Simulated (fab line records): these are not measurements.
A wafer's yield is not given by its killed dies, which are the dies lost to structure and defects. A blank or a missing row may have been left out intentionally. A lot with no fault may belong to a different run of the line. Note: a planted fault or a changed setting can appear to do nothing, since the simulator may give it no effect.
fab line records | flow n5_finfet
[record] lots = 11 wafers = 31 last_day = 18
route steps=1938 shown BEOL_M8@1335 PASSIVATION@1936
lots that met no fault: taken from a fault-free run of the same line
start_h: start of the lot's first displayed wafer, in hours after the record's first day | wait_h: hours from the lot's prior step to this one | " repeats the value in the row above | L1.1+2: a single row standing in for several wafers | - no value present, or no start provided | * or withheld: withheld | < > ~ a bound
route shown NAME@n: NAME is a module with steps in the file, n the number in the route of the first one | usual: mean and standard deviation over wafers with no fault | same: alike in all rows | chamber/n: place in a boat | sites: the reading at each site | _std_site: their standard deviation | _edge_site: mean of outer sites minus mean of inner sites | radius_mm: for every site, how far away it sits from the centre of the wafer | mask NAME#n: copy n | behind: the last tool/chamber to shape the wafer | hold: cause of the lot's hold/its duration in hours/its outcome | device: which transistor (n, p or np) failed to switch | end of line: the tests these same wafers got at the end of their route | for a step that has no rows: nothing shown but its recipe | killed: dies that structure and defects cost at the first sort, which is not the same as the wafer's yield | map: shows each die of a wafer: x if killed, . if not, _ if none is there
set.NAME: the setting the step ran with; set.NAME@STEP: the setting that earlier step ran with | model.NAME: the simulator's own value behind a step, which no gauge read
one table for each step of the route and one row for each wafer, over a sample of lots
services: the hour from which a tool's chamber was out of use, counted from the record's first day as start_h (under 0 if before that day), plus the number of hours and why
[[steps]]
[step N5_BEOL_M8_PECVD_70]
[recipe] material = SiO2 target_thk_a = 200 temp_c = 400 precursor = TEOS/O2 pressure_torr = 5.5 rf_w = 450 teos_flow_sccm = 53.8 gas = O2 flow_sccm = 3000 time_s = 22.7
[usual] chamber_pressure_Torr = 5.499/0.012 heater_power_outer_w = 455/99 heater_power_w = 755/130 rf_fwd_power_W = 445.3/1.6 showerhead_plenum_p_Torr = 8.84/0.085 throttle_valve_pct = 22.2/0.69
// columns lot.wafer tool chamber start_h wait_h chamber_pressure_Torr heater_power_outer_w heater_power_w rf_fwd_power_W showerhead_plenum_p_Torr since_wet_clean_h throttle_valve_pct
L372.1 pecvd-01 1 191.50 0.0 5.501 340 590 445.0 8.76 1439 21.4
L372.2 " 2 " " 5.510 361 633 442.9 8.84 2164 21.2
L372.3 " 0 " " 5.503 414 739 447.2 8.87 714 22.2
L373.1 pecvd-04 2 198.34 0.0 5.516 656 1046 445.1 8.97 511 21.4
L373.4 " 1 " " 5.512 583 935 444.6 8.80 - 22.0
L373.6 " 2 " " 5.510 654 1046 444.6 8.98 - 21.5
L376.2 pecvd-04 1 228.31 0.0 5.477 484 807 448.0 8.81 2020 21.9
L376.4 " 1 " " 5.499 474 770 445.9 8.81 - 22.1
L376.5 " 0 " " 5.506 432 703 447.3 8.85 - 22.4
L378.2 pecvd-01 1 239.03 0.0 5.504 281 524 447.1 8.75 1487 21.4
L378.4 " 0 " " 5.510 507 860 446.0 8.88 - 22.0
L378.5 " 1 " " 5.494 277 510 445.2 8.77 - 21.5
L382.1 pecvd-04 0 262.52 0.0 5.478 370 654 447.9 8.89 1329 22.6
L382.4 " 0 " " 5.468 371 628 447.1 8.86 - 22.4
L382.6 " 2 " " 5.485 546 887 444.4 8.97 - 21.7
L389.1 pecvd-02 2 314.91 0.0 5.500 377 609 445.4 8.66 446 22.4
L389.5 " 0 " " 5.523 368 653 446.2 8.84 - 22.9
L389.6 " 2 " " 5.496 374 617 446.9 8.65 - 22.8
L391.2 pecvd-01 1 322.99 0.0 5.509 311 552 445.4 8.77 1571 21.4
L391.4 " 2 " " 5.485 440 726 444.3 8.79 - 21.1
L391.6 " 1 " " 5.502 308 542 443.3 8.76 - 21.2
L392.2 pecvd-01 2 324.25 0.0 5.516 418 712 441.8 8.80 93 21.2
L392.5 " 1 " " 5.503 324 572 446.3 8.76 - 21.2
L390.3 pecvd-04 0 339.78 0.0 5.503 472 758 444.3 8.87 1406 22.3
L390.4 " 0 " " 5.509 450 757 448.5 8.87 - 22.7
L394.1 pecvd-04 1 346.79 0.0 5.482 580 938 445.1 8.79 2138 22.2
L394.4 " 2 " " 5.501 657 1019 443.1 8.97 - 22.2
L394.6 " 0 " " 5.506 475 774 447.5 8.88 - 22.5
L395.2 pecvd-02 0 362.73 0.0 5.512 298 598 445.4 8.87 1248 22.9
L395.5 " 1 " " 5.490 416 671 445.9 8.88 - 23.6
L395.6 " 2 " " 5.496 357 593 447.4 8.65 - 22.8
[step N5_BEOL_M8_OVL_MEAS_12]
[recipe] points_per_wafer = 44
[usual] M8_OVL = -0.1/0.85
// columns lot.wafer tool chamber start_h wait_h M8_OVL[nm]
L372.1 overlay-01 0 193.64 0.0 -1.1
L372.2 " 0 " " 0.3
L372.3 " 0 " " -0.4
L373.1 overlay-02 0 199.95 0.0 -0.7
L373.4 " 0 " " 0.7
L373.6 " 0 " " 0.0
L376.2 overlay-01 0 229.95 0.0 0.0
L376.4 " 0 " " -0.6
L376.5 " 0 " " -1.5
L378.2 overlay-01 0 240.37 0.0 0.3
L378.4 " 0 " " 0.2
L378.5 " 0 " " 1.3
L382.1 overlay-01 0 263.60 0.0 0.4
L382.4 " 0 " " 0.5
L382.6 " 0 " " 0.3
L389.1 overlay-01 0 315.67 0.0 -2.0
L389.5 " 0 " " -2.6
L389.6 " 0 " " -1.3
L391.2 overlay-01 0 323.48 0.0 -1.0
L391.4 " 0 " " 0.4
L391.6 " 0 " " -0.8
L392.2 overlay-02 0 326.28 0.0 -0.5
L392.5 " 0 " " -0.8
L390.3 overlay-01 0 342.71 0.0 -0.5
L390.4 " 0 " " -0.9
L394.1 overlay-02 0 348.48 0.0 -0.2
L394.4 " 0 " " -0.6
L394.6 " 0 " " -1.0
L395.2 overlay-02 0 365.07 0.0 -1.5
L395.5 " 0 " " 0.0
L395.6 " 0 " " -1.2
[step N5_BEOL_M8_INSPECT_13]
[recipe] mode = adi inspect_instrument = brightfield
[usual] raw_defect_count = 415/99
// columns lot.wafer tool chamber start_h wait_h raw_defect_count
L372.1 defect_inspect-02 - 193.67 0.0 384
L372.2 " - " " 294
L372.3 " - " " 365
L373.1 defect_inspect-02 - 199.97 0.0 492
L373.4 " - " " 259
L373.6 " - " " 320
L376.2 defect_inspect-01 - 229.97 0.0 440
L376.4 " - " " 388
L376.5 " - " " 596
L378.2 defect_inspect-02 - 240.40 0.0 583
L378.4 " - " " 538
L378.5 " - " " 474
L382.1 defect_inspect-01 - 263.63 0.0 264
L382.4 " - " " 304
L382.6 " - " " 223
L389.1 defect_inspect-01 - 315.69 0.0 410
L389.5 " - " " 390
L389.6 " - " " 348
L391.2 defect_inspect-02 - 323.50 0.0 302
L391.4 " - " " 481
L391.6 " - " " 309
L392.2 defect_inspect-02 - 326.31 0.0 412
L392.5 " - " " 415
L390.3 defect_inspect-02 - 342.73 0.0 497
L390.4 " - " " 326
L394.1 defect_inspect-02 - 348.51 0.0 529
L394.4 " - " " 515
L394.6 " - " " 600
L395.2 defect_inspect-01 - 365.09 0.0 339
L395.5 " - " " 356
L395.6 " - " " 507
[step N5_BEOL_M8_ETCH_62]
[recipe] chemistry = N2/H2 target = SOC target_depth_a = 1100 overetch_a = 220 mask_material = SiARC temp_c = 40 time_s = 165 ion_energy_ev = 200 pressure_mtorr = 30 source_w = 840 bias_w = 150 n2_flow_sccm = 200 h2_flow_sccm = 200
[usual] bias_w = 150.1/0.52 drypump_motor_current_A = 5.4/0.4 oes_product_au = 0.68/0.055 rf_fwd_power_W = 836.9/2.6 rf_vpp_V = 525.2/2.2 showerhead_plenum_p_Torr = 2.59/0.076 throttle_valve_pct = 17.8/0.31
// columns lot.wafer tool chamber start_h wait_h bias_w drypump_motor_current_A oes_product_au rf_fwd_power_W rf_hours_counter_h rf_vpp_V showerhead_plenum_p_Torr throttle_valve_pct
L372.1 rie_diel-02 2 193.79 0.0 150.3 6.3 0.71 833.4 59 528.2 2.66 17.5
L372.2 " 0 " " 149.6 4.9 0.65 834.3 156 523.5 2.56 17.9
L372.3 " 1 " " 150.7 5.0 0.69 839.7 104 527.9 2.69 17.9
L373.1 rie_diel-02 0 200.26 0.0 149.6 4.9 0.65 836.0 158 523.2 2.56 17.9
L373.4 " 2 " " 150.5 6.4 0.70 838.1 61 527.3 2.66 17.5
L373.6 " 3 " " 150.0 5.2 0.64 840.0 - 523.4 2.57 18.0
L376.2 rie_diel-01 2 230.66 0.0 149.3 5.2 0.67 833.2 105 524.5 2.57 17.6
L376.4 " 0 " " 150.5 6.0 0.82 837.3 7 527.6 2.72 17.7
L376.5 " 3 " " 149.8 5.7 0.64 836.6 - 524.3 2.54 18.2
L378.2 rie_diel-02 0 240.52 0.0 170.1 4.9 0.63 838.6 170 566.9 2.55 17.9
L378.4 " 1 " " 170.4 5.0 0.67 833.7 116 569.9 2.68 17.9
L378.5 " 1 " " 171.4 5.0 0.66 838.5 - 570.1 2.68 17.9
L382.1 rie_diel-02 2 264.28 0.0 170.6 6.3 0.68 837.0 81 570.6 2.65 17.5
L382.4 " 0 " " 170.0 4.9 0.63 837.0 180 568.2 2.55 18.0
L382.6 " 3 " " 170.2 5.2 0.62 832.8 - 566.9 2.56 18.0
L389.1 rie_diel-05 1 315.82 0.0 150.2 5.6 0.61 837.3 185 526.5 2.61 17.3
L389.5 " 1 " " 150.2 5.6 0.61 838.0 - 527.1 2.61 17.3
L389.6 " 0 " " 150.1 5.4 0.70 838.7 - 520.2 2.44 18.0
L391.2 rie_diel-01 1 323.63 0.0 148.9 5.7 0.68 841.4 79 527.7 2.69 18.2
L391.4 " 3 " " 151.0 5.8 0.62 834.5 175 525.0 2.53 18.2
L391.6 " 1 " " 149.7 5.7 0.68 839.9 - 527.6 2.69 18.2
L392.2 rie_diel-01 0 326.43 0.0 150.0 6.0 0.75 836.1 36 527.8 2.71 17.7
L392.5 " 2 " " 149.6 5.2 0.64 836.8 - 524.5 2.56 17.6
L390.3 rie_diel-02 0 342.88 0.0 149.6 4.8 0.61 840.7 207 522.5 2.53 18.0
L390.4 " 3 " " 150.3 5.2 0.61 836.3 185 524.6 2.54 18.1
L394.1 rie_diel-05 0 348.63 0.0 149.8 5.4 0.69 840.4 112 520.7 2.44 18.0
L394.4 " 2 " " 149.2 5.2 0.74 840.2 44 525.2 2.61 17.7
L394.6 " 3 " " 150.6 5.1 0.66 836.7 - 523.9 2.58 18.3
L395.2 rie_diel-05 2 365.31 0.0 150.0 5.2 0.74 839.0 49 524.7 2.60 17.7
L395.5 " 0 " " 149.8 5.4 0.68 836.0 - 521.4 2.43 18.0
L395.6 " 3 " " 150.5 5.1 0.66 837.1 - 523.4 2.57 18.3
[step N5_PASSIVATION_PROBE_49]
[usual] defect_limited_yield = 90.9/1.6 killed_at_M0_to_M3 = 34/10 killed_at_M4_up = 13/5.4 killed_at_contacts = 13/6 killed_at_front_end = 42/13 killed_at_other = 4/3.2 killed_dies = 107/18 killed_on_rim = 14/4.2 killed_open = 69/14 killed_short = 35/7.7 sort_bin_4_leakage = 0.02/0.17 sort_bin_5_function = 5.3/1 sort_bin_6_memory = 3.3/0.75 sort_bin_8_speed = 0.00/0.015 sort_n_pass = 1073/19 sort_yield_pct = 90.9/1.6
[same] gross_dies = 1180 killed_at_back_side = 0
// columns lot.wafer tool chamber start_h wait_h defect_limited_yield[%] killed_at_M0_to_M3 killed_at_M4_up killed_at_contacts killed_at_front_end killed_at_other killed_dies killed_on_rim killed_open killed_short sort_bin_4_leakage[%] sort_bin_5_function[%] sort_bin_6_memory[%] sort_bin_8_speed[%] sort_n_pass sort_yield_pct[%]
L372.1 prober-02 - 265.70 0.0 92.1 25 26 9 33 0 93 13 61 28 0 4.9 2.8 0 1087 92.1
L372.2 prober-02 - 265.75 0.1 92.0 23 10 17 43 1 94 11 54 39 0 4.1 3.2 0 1086 92.0
L372.3 prober-02 - 265.80 0.1 91.2 29 18 25 30 2 104 16 67 33 0 5.5 3.0 0 1076 91.2
L373.1 prober-02 - 266.84 0.0 90.1 37 10 22 48 0 117 16 70 42 0 5.6 3.3 0 1063 90.1
L373.4 prober-02 - 266.99 0.2 89.5 28 11 26 55 4 124 14 79 43 0 5.3 4.8 0 1056 89.5
L373.6 prober-02 - 267.09 0.3 91.6 17 9 18 54 1 99 14 66 24 0 4.7 3.1 0 1081 91.6
L376.2 prober-02 - 294.51 0.1 91.6 27 11 18 40 3 99 13 58 31 0 4.7 2.6 0 1081 91.6
L376.4 prober-02 - 294.61 0.2 90.8 46 3 3 56 1 109 16 69 34 0 5.8 3.2 0 1071 90.8
L376.5 prober-02 - 294.66 0.2 91.2 22 7 15 59 1 104 10 72 29 0 5.0 3.5 0 1076 91.2
L378.2 prober-01 - 304.92 0.1 93.0 25 7 22 26 3 83 13 59 24 0 4.4 2.6 0 1097 93.0
L378.4 prober-01 - 305.02 0.2 91.9 28 11 17 38 1 95 5 66 28 0 5.0 2.3 0 1085 91.9
L378.5 prober-01 - 305.07 0.2 94.0 27 6 10 25 3 71 12 50 20 0 3.7 2.2 0 1109 94.0
L382.1 prober-01 - 342.57 0.0 89.4 22 17 18 61 7 125 17 79 42 0 6.2 3.9 0 1055 89.4
L382.4 prober-01 - 342.72 0.2 90.6 35 11 21 43 1 111 13 77 34 0 5.9 3.1 0 1069 90.6
L382.6 prober-01 - 342.82 0.3 91.1 36 6 18 43 2 105 14 64 40 0 5.8 2.5 0 1075 91.1
L389.1 prober-01 - 388.60 0.0 90.3 35 16 17 45 2 115 19 70 39 0.08 5.4 3.8 0 1064 90.2
L389.5 prober-01 - 388.80 0.2 89.1 62 14 17 27 9 129 17 88 40 0 6.3 4.4 0 1051 89.1
L389.6 prober-01 - 388.85 0.3 90.0 62 10 7 36 3 118 19 72 42 0 6.4 3.1 0 1062 90.0
L392.2 prober-01 - 394.95 0.1 91.5 25 14 15 45 1 100 11 58 40 0 5.6 2.7 0 1080 91.5
L392.5 prober-01 - 395.10 0.2 90.1 33 14 8 61 1 117 24 63 42 0 5.8 3.0 0 1063 90.1
L390.3 prober-02 - 407.88 0.1 88.7 40 21 17 54 1 133 18 99 30 0 6.7 4.2 0.08 1047 88.7
L390.4 prober-02 - 407.93 0.2 91.8 25 15 11 45 1 97 13 56 40 0 4.9 3.1 0 1083 91.8
L391.2 prober-02 - 420.85 0.1 90.6 33 16 6 55 1 111 19 73 36 0 5.4 3.6 0 1069 90.6
L391.4 prober-02 - 420.95 0.2 90.4 41 6 26 31 9 113 15 70 41 0 4.9 4.2 0 1067 90.4
L391.6 prober-02 - 421.05 0.3 92.9 17 12 13 39 3 84 13 52 30 0 3.8 3.2 0 1096 92.9
L394.1 prober-01 - 424.68 0.0 89.8 55 17 8 38 2 120 17 87 27 0 5.2 4.2 0 1060 89.8
L394.4 prober-01 - 424.83 0.2 88.6 43 21 13 56 2 135 19 78 53 0 6.9 3.6 0 1045 88.6
L394.6 prober-01 - 424.93 0.3 88.7 54 15 18 42 4 133 18 86 38 0 6.9 3.6 0 1047 88.7
L395.2 prober-02 - 432.52 0.1 89.7 24 17 8 65 7 121 19 72 43 0 5.8 4.3 0 1059 89.7
L395.5 prober-02 - 432.67 0.2 89.4 19 14 27 59 6 125 24 81 38 0 6.2 4.2 0 1055 89.4
L395.6 prober-02 - 432.72 0.3 89.1 33 17 21 48 10 129 17 86 36 0 5.5 5.1 0 1051 89.1
// killed by level:class
L372.1 STI_FIN_REVEAL:geometric_particle:open=10 FIN_SAQP:geometric_particle:open=7 MOL_CONTACT_COAG:geometric_particle:open=7 BEOL_M4:geometric_particle:open=7 FIN_SAQP:geometric_particle:short=6 BEOL_M0_SAQP:geometric_particle:open=6 BEOL_M0_SAQP:geometric_particle:short=6 BEOL_M1:geometric_particle:open=6
L372.2 MOL_CONTACT_COAG:geometric_particle:open=12 FIN_SAQP:geometric_particle:short=11 STI_FIN_REVEAL:geometric_particle:open=8 FIN_SAQP:geometric_particle:open=7 MOL_CONTACT_COAG:geometric_particle:short=5 BEOL_M0_SAQP:geometric_particle:open=5 BEOL_M0_SAQP:geometric_particle:short=5 BEOL_M5:geometric_particle:open=4
L372.3 MOL_CONTACT_COAG:geometric_particle:open=21 BEOL_M0_SAQP:geometric_particle:short=9 STI_FIN_REVEAL:geometric_particle:open=7 BEOL_M4:geometric_particle:open=7 BEOL_M1:geometric_particle:open=7 FIN_SAQP:geometric_particle:open=5 FIN_SAQP:geometric_particle:short=5 MOL_CONTACT_COAG:geometric_particle:short=4
L373.1 MOL_CONTACT_COAG:geometric_particle:open=14 STI_FIN_REVEAL:geometric_particle:open=12 BEOL_M0_SAQP:geometric_particle:open=11 BEOL_M0_SAQP:geometric_particle:short=10 MOL_CONTACT_COAG:geometric_particle:short=8 FIN_SAQP:geometric_particle:open=7 FIN_SAQP:geometric_particle:short=6 GATE_CUT:geometric_particle:open=6
L373.4 MOL_CONTACT_COAG:geometric_particle:open=24 FIN_SAQP:geometric_particle:short=19 STI_FIN_REVEAL:geometric_particle:open=18 BEOL_M0_SAQP:geometric_particle:open=13 BEOL_M0_SAQP:geometric_particle:short=8 GATE_CUT:geometric_particle:short=5 BEOL_M6:geometric_particle:open=4 FIN_SAQP:geometric_particle:open=3
L373.6 FIN_SAQP:geometric_particle:open=17 MOL_CONTACT_COAG:geometric_particle:open=16 STI_FIN_REVEAL:geometric_particle:open=13 BEOL_M4:geometric_particle:open=5 FIN_SAQP:geometric_particle:short=4 GATE_CUT:geometric_particle:short=4 BEOL_M0_SAQP:geometric_particle:open=4 BEOL_M0_SAQP:geometric_particle:short=4
L376.2 MOL_CONTACT_COAG:geometric_particle:open=14 BEOL_M2:geometric_particle:open=11 HKMG_FIN:area_etch=8 STI_FIN_REVEAL:geometric_particle:open=7 BEOL_M0_SAQP:geometric_particle:short=5 BEOL_M5:geometric_particle:open=5 FIN_SAQP:geometric_particle:open=4 STI_FIN_REVEAL:geometric_particle:short=4
L376.4 FIN_SAQP:geometric_particle:open=18 STI_FIN_REVEAL:geometric_particle:open=13 BEOL_M2:geometric_particle:open=10 FIN_SAQP:geometric_particle:short=7 BEOL_M1:geometric_particle:open=7 BEOL_M2:geometric_particle:short=6 BEOL_M0_SAQP:geometric_particle:short=5 STARTING-WAFER:geometric_particle:short=5
L376.5 FIN_SAQP:geometric_particle:open=25 FIN_SAQP:geometric_particle:short=11 MOL_CONTACT_COAG:geometric_particle:open=11 BEOL_M2:geometric_particle:open=10 STI_FIN_REVEAL:geometric_particle:open=6 GATE_CUT:geometric_particle:short=4 BEOL_M1:geometric_particle:open=4 GATE_CUT:geometric_particle:open=3
L378.2 MOL_CONTACT_COAG:geometric_particle:open=18 STI_FIN_REVEAL:geometric_particle:open=9 BEOL_M0:geometric_particle:open=6 GATE_CUT:geometric_particle:short=5 BEOL_M0_SAQP:geometric_particle:short=5 MOL_CONTACT_COAG:geometric_particle:short=4 BEOL_M1:geometric_particle:open=4 BEOL_M3:geometric_particle:open=4
L378.4 MOL_CONTACT_COAG:geometric_particle:open=16 FIN_SAQP:geometric_particle:short=11 BEOL_M1:geometric_particle:open=10 FIN_SAQP:geometric_particle:open=8 BEOL_M4:geometric_particle:open=7 BEOL_M0_SAQP:geometric_particle:open=6 STI_FIN_REVEAL:geometric_particle:open=4 DUMMY_GATE:geometric_particle:open=4
L378.5 MOL_CONTACT_COAG:geometric_particle:open=8 STI_FIN_REVEAL:geometric_particle:open=7 BEOL_M2:geometric_particle:open=6 GATE_CUT:geometric_particle:short=4 BEOL_M0_SAQP:geometric_particle:open=4 BEOL_M0_SAQP:geometric_particle:short=4 BEOL_M1:geometric_particle:open=4 BEOL_M3:geometric_particle:open=4
L382.1 STI_FIN_REVEAL:geometric_particle:open=16 FIN_SAQP:geometric_particle:open=14 MOL_CONTACT_COAG:geometric_particle:open=14 FIN_SAQP:geometric_particle:short=11 BEOL_M0_SAQP:geometric_particle:short=5 GATE_CUT:geometric_particle:open=5 BEOL_M2:geometric_particle:open=5 GATE_CUT:geometric_particle:short=4
L382.4 MOL_CONTACT_COAG:geometric_particle:open=17 STI_FIN_REVEAL:geometric_particle:open=10 BEOL_M2:geometric_particle:open=8 DUMMY_GATE:geometric_particle:open=7 FIN_SAQP:geometric_particle:open=6 BEOL_M3:geometric_particle:short=6 STARTING-WAFER:geometric_particle:short=6 FIN_SAQP:geometric_particle:short=5
L382.6 MOL_CONTACT_COAG:geometric_particle:open=14 FIN_SAQP:geometric_particle:open=13 FIN_SAQP:geometric_particle:short=9 BEOL_M0_SAQP:geometric_particle:open=9 DUMMY_GATE:geometric_particle:open=8 BEOL_M0_SAQP:geometric_particle:short=7 BEOL_M2:geometric_particle:open=5 BEOL_M2:geometric_particle:short=4
L389.1 MOL_CONTACT_COAG:geometric_particle:open=14 BEOL_M0_SAQP:geometric_particle:short=12 FIN_SAQP:geometric_particle:open=11 BEOL_M4:geometric_particle:open=9 FIN_SAQP:geometric_particle:short=8 DUMMY_GATE:geometric_particle:open=5 STARTING-WAFER:geometric_particle:short=5 BEOL_M1:geometric_particle:open=5
L389.5 BEOL_M0_SAQP:geometric_particle:open=22 BEOL_M0_SAQP:geometric_particle:short=20 MOL_CONTACT_COAG:geometric_particle:open=14 BEOL_M4:geometric_particle:open=11 BEOL_M1:geometric_particle:open=9 STI_FIN_REVEAL:geometric_particle:open=6 BEOL_M2:geometric_particle:open=5 DUMMY_GATE:geometric_particle:open=4
L389.6 BEOL_M0_SAQP:geometric_particle:open=23 BEOL_M0_SAQP:geometric_particle:short=14 FIN_SAQP:geometric_particle:open=8 GATE_CUT:geometric_particle:short=7 MOL_CONTACT_COAG:geometric_particle:open=7 BEOL_M3:geometric_particle:open=7 BEOL_M1:geometric_particle:open=6 BEOL_M4:geometric_particle:open=6
L392.2 FIN_SAQP:geometric_particle:open=13 FIN_SAQP:geometric_particle:short=13 MOL_CONTACT_COAG:geometric_particle:open=11 BEOL_M0:geometric_particle:open=7 BEOL_M3:geometric_particle:open=7 MOL_CONTACT_COAG:geometric_particle:short=4 BEOL_M0_SAQP:geometric_particle:short=3 BEOL_M3:geometric_particle:short=3
L392.5 FIN_SAQP:geometric_particle:open=12 FIN_SAQP:geometric_particle:short=11 DUMMY_GATE:geometric_particle:open=8 BEOL_M0_SAQP:geometric_particle:short=8 STARTING-WAFER:geometric_particle:open=7 HKMG_FIN:area_etch=7 MOL_CONTACT_COAG:geometric_particle:open=6 BEOL_M0_SAQP:geometric_particle:open=6
L390.3 STI_FIN_REVEAL:geometric_particle:open=17 BEOL_M0_SAQP:geometric_particle:open=15 MOL_CONTACT_COAG:geometric_particle:open=13 FIN_SAQP:geometric_particle:open=12 BEOL_M0_SAQP:geometric_particle:short=9 BEOL_M7:geometric_particle:open=7 FIN_SAQP:geometric_particle:short=6 BEOL_M3:geometric_particle:open=6
L390.4 MOL_CONTACT_COAG:geometric_particle:open=10 BEOL_M2:geometric_particle:short=8 DUMMY_GATE:geometric_particle:open=7 FIN_SAQP:geometric_particle:short=5 FIN_SAQP:geometric_particle:open=5 STARTING-WAFER:geometric_particle:short=5 STI_FIN_REVEAL:geometric_particle:open=5 BEOL_M0_SAQP:geometric_particle:short=5
L391.2 FIN_SAQP:geometric_particle:short=12 STI_FIN_REVEAL:geometric_particle:open=11 FIN_SAQP:geometric_particle:open=7 BEOL_M1:geometric_particle:open=7 BEOL_M2:geometric_particle:open=7 DUMMY_GATE:geometric_particle:open=6 BEOL_M3:geometric_particle:open=6 MOL_CONTACT_COAG:geometric_particle:open=5
L391.4 MOL_CONTACT_COAG:geometric_particle:open=20 FIN_SAQP:geometric_particle:short=8 STI_FIN_REVEAL:geometric_particle:open=7 BEOL_M0_SAQP:geometric_particle:short=7 BEOL_M2:geometric_particle:open=7 BEOL_M3:geometric_particle:open=7 BEOL_M0_SAQP:geometric_particle:open=6 PAD_METAL:geometric_particle:short=6
L391.6 FIN_SAQP:geometric_particle:open=13 MOL_CONTACT_COAG:geometric_particle:open=10 FIN_SAQP:geometric_particle:short=9 BEOL_M4:geometric_particle:short=7 STI_FIN_REVEAL:geometric_particle:open=4 DUMMY_GATE:geometric_particle:open=4 BEOL_M2:geometric_particle:open=4 MOL_CONTACT_COAG:geometric_particle:short=3
L394.1 BEOL_M2:geometric_particle:open=18 BEOL_M0_SAQP:geometric_particle:open=10 FIN_SAQP:geometric_particle:open=8 BEOL_M4:geometric_particle:open=8 MOL_CONTACT_COAG:geometric_particle:open=7 BEOL_M1:geometric_particle:open=7 STI_FIN_REVEAL:geometric_particle:open=6 BEOL_M0_SAQP:geometric_particle:short=5
L394.4 BEOL_M0_SAQP:geometric_particle:short=13 FIN_SAQP:geometric_particle:open=10 STI_FIN_REVEAL:geometric_particle:open=10 BEOL_M4:geometric_particle:open=10 FIN_SAQP:geometric_particle:short=9 BEOL_M0_SAQP:geometric_particle:open=9 BEOL_M2:geometric_particle:open=9 MOL_CONTACT_COAG:geometric_particle:open=8
L394.6 BEOL_M0_SAQP:geometric_particle:open=15 MOL_CONTACT_COAG:geometric_particle:open=13 BEOL_M0_SAQP:geometric_particle:short=13 BEOL_M4:geometric_particle:open=10 BEOL_M2:geometric_particle:open=9 DUMMY_GATE:geometric_particle:open=7 FIN_SAQP:geometric_particle:open=5 STI_FIN_REVEAL:geometric_particle:open=5
L395.2 FIN_SAQP:geometric_particle:short=18 STI_FIN_REVEAL:geometric_particle:open=16 BEOL_M3:geometric_particle:open=16 BEOL_M4:geometric_particle:open=8 FIN_SAQP:geometric_particle:open=6 STI_FIN_REVEAL:geometric_particle:short=6 MOL_CONTACT_COAG:geometric_particle:open=6 DUMMY_GATE:geometric_particle:open=5
L395.5 MOL_CONTACT_COAG:geometric_particle:open=20 FIN_SAQP:geometric_particle:open=15 STI_FIN_REVEAL:geometric_particle:open=11 BEOL_M4:geometric_particle:open=8 FIN_SAQP:geometric_particle:short=7 MOL_CONTACT_COAG:geometric_particle:short=7 GATE_CUT:geometric_particle:short=5 BEOL_M2:geometric_particle:open=5
L395.6 STI_FIN_REVEAL:geometric_particle:open=15 MOL_CONTACT_COAG:geometric_particle:open=15 FIN_SAQP:geometric_particle:open=11 BEOL_M2:geometric_particle:short=10 BEOL_M3:geometric_particle:open=8 BEOL_M4:geometric_particle:open=8 FIN_SAQP:geometric_particle:short=6 MOL_CONTACT_COAG:geometric_particle:short=5
[[services]]
// columns tool chamber start_h hours kind
rie_diel-02 1 170.92 3.2 repair
pecvd-04 0 174.90 2.1 scheduled_down
pecvd-01 0 175.57 5.5 scheduled_down
pecvd-04 - 182.39 1.5 repair
pecvd-04 1 188.20 4.6 repair
pecvd-01 - 188.36 0.8 repair
pecvd-04 1 194.61 2.1 scheduled_down
rie_diel-02 - 201.05 2.8 pm
pecvd-01 2 202.38 - clean
pecvd-01 2 202.38 - consumable_replace:showerhead
pecvd-01 2 202.38 29.0 scheduled_down
pecvd-02 - 239.60 1.0 repair
pecvd-01 - 242.73 2.0 repair
rie_diel-05 3 264.39 4.8 repair
pecvd-01 1 268.27 3.6 repair
rie_diel-05 - 272.79 2.8 pm
rie_diel-01 1 293.56 7.0 repair
rie_diel-05 0 301.41 5.1 repair
pecvd-01 2 314.61 4.8 repair
rie_diel-02 2 322.94 2.0 repair
pecvd-04 0 328.05 5.5 scheduled_down
pecvd-01 - 337.11 14.6 pm
pecvd-04 - 350.50 5.5 pm
pecvd-04 - 359.46 1.0 repair
[[key]]
[first_sign] step = N5_BEOL_M8_ETCH_62 reading = bias_w direction = up sigmas = 39 usual = * struck = *
[effect] step = N5_BEOL_M8_ETCH_62 reading = rf_vpp_V direction = up sigmas = 20 usual = 525.2 struck = 568.7
met_at N5_BEOL_M8_ETCH_62
struck_lots L378,L382
not_acting_at N5_BEOL_M8_PECVD_70,N5_BEOL_M8_OVL_MEAS_12,N5_BEOL_M8_INSPECT_13
onset_between 200.26 240.52
[fault] kind = process_parameter_drift tool = rie_diel-02 chamber = - onset_h = 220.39 steps = N5_BEOL_M8_ETCH_62 channel = bias_w offset = * shape = step end_h = 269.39 acts_in = * stated = *
